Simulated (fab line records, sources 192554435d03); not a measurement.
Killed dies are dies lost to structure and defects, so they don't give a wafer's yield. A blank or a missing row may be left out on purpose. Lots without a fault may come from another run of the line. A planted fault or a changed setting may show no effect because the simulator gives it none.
Which tool did it? | flow n5_finfet | 9 lots, 27 wafers sampled, at 1 step of a route of 1938

WHAT THE GAUGES READ, wafer by wafer
N5_BEOL_M4_RC_MEAS_101. Usual: DIBL_N 36.4 mV/V, standard deviation 1.5; DIBL_P 35.8 mV/V, standard deviation 1.7; IOFF_N 0.154 nA/um, standard deviation 0.022; IOFF_P 0.21 nA/um, standard deviation 0.031; ION_N 672 uA/um, standard deviation 8.8; ION_P 462 uA/um, standard deviation 7.2; SS_N 71.5 mV/dec, standard deviation 0.53; SS_P 73.2 mV/dec, standard deviation 0.62; VT_N 250.4 mV, standard deviation 2.5; VT_P -250 mV, standard deviation 3.5.
lot  | measured     | on        | DIBL_N (mV/V)  | DIBL_P (mV/V)  | IOFF_N (nA/um)    | IOFF_P (nA/um) | ION_N (uA/um) | ION_P (uA/um) | SS_N (mV/dec)  | SS_P (mV/dec)  | VT_N (mV)         | VT_P (mV)      | flag
L419 | day 8 03:09  | prober-01 | 37.2 38.6 37.5 | 36.9 38.1 36.5 | 0.157 0.177 0.162 | 0.24 0.26 0.23 | 676 668 657   | 464 462 459   | 71.4 71.9 71.5 | 73.3 73.2 73.3 | 248.2 253.6 249.9 | -248 -247 -248 |
L420 | day 8 08:09  | prober-02 | 39.1 37.0 38.7 | 37.5 35.0 37.1 | 0.180 0.145 0.173 | 0.20 0.17 0.19 | 663 666 667   | 450 451 459   | 72.1 71.4 71.7 | 74.1 73.2 73.4 | 247.2 251.9 249.3 | -253 -254 -253 |
L428 | day 11 04:04 | prober-01 | 37.0 35.6 37.3 | 35.7 34.9 37.0 | 0.159 0.139 0.179 | 0.23 0.21 0.25 | 670 667 684   | 468 463 477   | 72.1 71.1 71.4 | 72.6 72.8 73.5 | 249.8 251.1 246.8 | -246 -246 -245 |
L426 | day 11 07:40 | prober-01 | 36.3 36.8 36.4 | 37.0 37.3 37.7 | 0.138 0.147 0.150 | 0.22 0.22 0.22 | 667 666 674   | 464 465 465   | 70.6 71.3 71.2 | 72.6 73.3 73.1 | 252.3 250.6 250.0 | -249 -247 -245 |
L430 | day 11 12:22 | prober-02 | 36.7 34.8 37.6 | 36.6 34.5 37.8 | 0.148 0.118 0.172 | 0.18 0.16 0.20 | 672 642 685   | 453 444 465   | 72.1 71.1 71.5 | 73.4 72.6 74.0 | 252.0 254.9 248.0 | -254 -255 -252 |
L429 | day 11 22:44 | prober-01 | 38.0 37.0 37.2 | 35.9 35.4 35.6 | 0.161 0.153 0.164 | 0.21 0.20 0.21 | 670 677 663   | 460 460 459   | 72.0 70.9 71.4 | 73.3 72.7 73.5 | 250.8 248.7 251.8 | -250 -251 -250 |
L435 | day 12 21:00 | prober-02 | 35.7 35.2 36.8 | 34.0 35.1 36.5 | 0.140 0.140 0.166 | 0.22 0.23 0.26 | 665 661 679   | 466 467 473   | 71.0 71.2 71.3 | 72.2 72.9 73.4 | 254.9 252.9 251.1 | -248 -247 -244 |
L440 | day 13 12:50 | prober-01 | 35.1 36.8 36.6 | 33.8 36.1 35.9 | 0.138 0.174 0.166 | 0.20 0.25 0.23 | 674 677 688   | 470 461 474   | 71.1 72.0 71.8 | 72.7 73.0 73.3 | 249.0 248.0 248.0 | -247 -247 -248 |
L441 | day 14 10:36 | prober-02 | 36.9 37.7 37.4 | 35.3 36.1 35.3 | 0.148 0.170 0.148 | 0.20 0.21 0.19 | 680 679 672   | 458 459 461   | 70.7 72.0 71.9 | 72.9 73.4 72.2 | 251.6 249.5 249.1 | -250 -251 -251 |

WHICH TOOL RAN EACH LOT (tool, then ch and the chambers of the sampled wafers, then the start)
The record holds no process step before these readings.

WHAT THE TOOLS THEMSELVES READ (means of the sampled wafers that have a number; where no wafer has one, the mark that the record gives instead)
The record holds no such reading with a usual standard deviation.

THE ANSWER, worked out from the rows above alone
Rule: a lot is off if the mean of its wafers that have a number lies more than 3 standard deviations from the usual mean. A lot without any number at a reading at which 4 lots or more have one is off too. The other lots that the step has rows for count as sound. The gauges are gone through in route order, then the tools' own readings, and for those a lot's mean is taken as printed above. The first step at which some lot is off is used, and at that step the reading that is off furthest; a lot without a number counts as furthest.
No lot is off at any reading shown: from this, nothing can be told.

WHAT THE SIMULATOR HAD PUT IN
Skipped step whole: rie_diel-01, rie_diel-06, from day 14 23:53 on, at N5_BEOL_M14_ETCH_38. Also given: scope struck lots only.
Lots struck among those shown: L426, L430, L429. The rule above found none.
